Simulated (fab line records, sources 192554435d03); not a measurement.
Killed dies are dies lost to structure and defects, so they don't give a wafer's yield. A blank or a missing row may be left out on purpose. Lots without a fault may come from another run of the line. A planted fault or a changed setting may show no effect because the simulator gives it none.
Split-lot experiment | flow n5_finfet | 7 lots, 39 wafers read, on a route of 1938 steps

THE SPLIT
At N5_BEOL_M1_PECVD_72 (deposits SiO2 from TEOS/O2, target thk 16 nm, time 18 s), the setting time_s was moved away from the recipe's 18 s on 9 of the 39 wafers read, by -38.1% to +20.3%. The other wafers ran this setting at the recipe's value.

The reading is taken at the split's own step.

THE READING
SiO2_of_BEOL_M1_PECVD_72.thk_nm (the simulator's own value, which no gauge read), in nm, at N5_BEOL_M1_PECVD_72 (deposits SiO2 from TEOS/O2, target thk 16 nm, time 18 s). The file gives no usual value for it. The 30 wafers here that ran the recipe average 15.9 nm, standard deviation 0.28 nm.

wafer  | tool, chamber at the split | time_s as run, s | against the recipe | SiO2_of_BEOL_M1_PECVD_72.thk_nm, nm | against lot-mates on the recipe
L075.1 | pecvd-02, 1,0              | 15.03            | -16.5%             | 13.6                                | -2.5
L075.4 | pecvd-02, 1,0              | 15.03            | -16.5%             | 13.6                                | -2.5
L075.2 | pecvd-02, 0                | 15.03            | -16.5%             | 13.4                                | -2.7
L075.3 | pecvd-02, 2                | 18               | recipe             | 15.8                                | -
L075.5 | pecvd-02, 2                | 18               | recipe             | 16.2                                | -
L075.6 | pecvd-02, 1                | 18               | recipe             | 16.4                                | -
L082.1 | pecvd-03, 2,0              | 18               | recipe             | 15.8                                | -
L082.3 | pecvd-03, 2,0              | 18               | recipe             | 15.8                                | -
L082.2 | pecvd-03, 1                | 18               | recipe             | 15.6                                | -
L082.4 | pecvd-03, 2,1,0            | 18               | recipe             | 16                                  | -
L082.5 | pecvd-03, 2,1,0            | 18               | recipe             | 16                                  | -
L082.6 | pecvd-03, 2,1,0            | 18               | recipe             | 16                                  | -
L083.2 | pecvd-04, 1                | 18               | recipe             | 15.6                                | -
L083.3 | pecvd-04, 2                | 18               | recipe             | 16.2                                | -
L083.4 | pecvd-04, 0                | 18               | recipe             | 15.4                                | -
L084.1 | pecvd-04, 1,0              | 18               | recipe             | 15.6                                | -
L084.3 | pecvd-04, 1,0              | 18               | recipe             | 15.6                                | -
L084.2 | pecvd-04, 2,1,0            | 18               | recipe             | 15.8                                | -
L084.4 | pecvd-04, 2,1,0            | 18               | recipe             | 15.8                                | -
L084.6 | pecvd-04, 2,1,0            | 18               | recipe             | 15.8                                | -
L084.5 | pecvd-04, 2                | 18               | recipe             | 16                                  | -
L085.1 | pecvd-04, 1                | 18               | recipe             | 15.6                                | -
L085.2 | pecvd-04, 0                | 21.65            | +20.3%             | 18.8                                | +2.8
L085.3 | pecvd-04, 2,0              | 21.65            | +20.3%             | 19                                  | +3.0
L085.6 | pecvd-04, 2,0              | 21.65            | +20.3%             | 19                                  | +3.0
L085.4 | pecvd-04, 1,2              | 18               | recipe             | 16.2                                | -
L085.5 | pecvd-04, 1,2              | 18               | recipe             | 16.2                                | -
L090.1 | pecvd-04, 1,0              | 18               | recipe             | 16.2                                | -
L090.6 | pecvd-04, 1,0              | 18               | recipe             | 16.2                                | -
L090.2 | pecvd-04, 0                | 18               | recipe             | 15.6                                | -
L090.3 | pecvd-04, 2                | 18               | recipe             | 16                                  | -
L090.4 | pecvd-04, 1,2              | 18               | recipe             | 16.4                                | -
L090.5 | pecvd-04, 1,2              | 18               | recipe             | 16.4                                | -
L093.1 | pecvd-02, 0,2              | 18               | recipe             | 15.6                                | -
L093.2 | pecvd-02, 0,2              | 18               | recipe             | 15.6                                | -
L093.3 | pecvd-02, 1                | 11.15            | -38.1%             | 10                                  | -5.7
L093.5 | pecvd-02, 1                | 11.15            | -38.1%             | 10                                  | -5.7
L093.4 | pecvd-02, 2                | 11.15            | -38.1%             | 9.8                                 | -5.9
L093.6 | pecvd-02, 0                | 18               | recipe             | 15.8                                | -
Where a row lists several chambers, the file gives one row for several wafers and doesn't say which wafer went through which chamber.

THE FIT
A straight line over all 39 wafers: SiO2_of_BEOL_M1_PECVD_72.thk_nm changes by +0.154 nm for each +1% of time_s; r = +0.99; the points scatter about the line by 0.27 nm.
The same after taking each lot's own level away (the mean of its wafers on the recipe; 39 wafers): +0.15 nm for each +1%; r = +0.99; scatter 0.21 nm.
On that fit, the largest move of time_s shifts the reading by 5.7 nm.
The lots' own levels span 15.67 to 16.13 nm, that is 1.7 times the standard deviation above.
So the lot-to-lot level changes the slope little: the two slopes agree.
Check: with one of the wafers moved furthest among these (-38.1%) left out of the fit, the line predicts -5.75 nm for it against its lot-mates. It came out at -5.67 nm against them.

OTHER SPLITS ON THESE WAFERS
These wafers also went through other splits before the reading. Each is held against what the fit with the lots' levels taken away leaves over:
other split on the same wafers                  | wafers away from the commonest value | r with SiO2_of_BEOL_M1_PECVD_72.thk_nm (lot level and that fit taken away)
N5_ZERO_LAYER_DEVELOP_10 develop_time_s         | 15                                   | +0.23
N5_FIN_CUT_CUT_ETCH_26 target_depth_a           | 18                                   | -0.03
N5_STI_FIN_REVEAL_ALD_00 target_thk_a           | 15                                   | +0.07
N5_HKMG_FIN_PWFM_ALD_03 ald_cycles              | 12                                   | +0.01
N5_MOL_CONTACT_COAG_ETCHBACK_136 target_depth_a | 12                                   | +0.03

THE FILE'S OWN FIT
SiO2_of_BEOL_M1_PECVD_72.thk_nm changes by +0.15 nm for each +1% of time_s, r = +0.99.
